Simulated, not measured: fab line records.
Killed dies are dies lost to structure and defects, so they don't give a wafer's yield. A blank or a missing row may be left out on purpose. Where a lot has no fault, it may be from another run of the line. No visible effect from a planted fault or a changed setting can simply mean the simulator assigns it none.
Matching of chambers ; flow n5-finfet ; ald-metal-04 running N5_BEOL_M3_ALD_84: 4 sister chambers
The step deposits TaN, pulse time 2 s, purge time 3 s, co reactant purge time 2 s. 4 wafers are shown with their chamber, then 9 later ones without.

## EACH WAFER AND ITS CHAMBER
wafer;chamber;heater-power-w (W)
L084.2;1;449
L086.2;3;495
L086.3;2;500
L086.5;0;407

## WAFERS WITHOUT THEIR CHAMBER
wafer;heater-power-w (W)
L085.1;505
L085.2;489
L085.5;405
L093.1;439
L093.4;451
L093.6;488
L092.1;501
L092.3;442
L092.4;478

## WHICH CHAMBER EACH ONE RAN IN
wafer;from the rows above;in truth
L085.1;can't be placed: 2 or 3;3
L085.2;can't be placed: 3 or 2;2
L085.5;0;0
L093.1;1;1
L093.4;1;1
L093.6;can't be placed: 3 or 2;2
L092.1;can't be placed: 2 or 3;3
L092.3;1;1
L092.4;can't be placed: 3 or 2 or 1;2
Placed correctly: 4 of 9. From these rows, 5 cannot be placed; in 5 the true chamber is one of the candidates. Placed wrongly: 0.
How it was worked out, from the rows above alone: a wafer's distance from a chamber is the root of the sum, over the readings, of the square of ((its reading less the chamber's mean) divided by the reading's scatter). If the next closest chamber is less than 2 further off than the closest, the wafer can't be placed; otherwise it belongs to the closest. For every chamber, the mean is computed from those of its wafers that are shown. The scatter: root of mean squared gap, hidden wafer to nearest shown wafer, with one shown wafer a chamber.
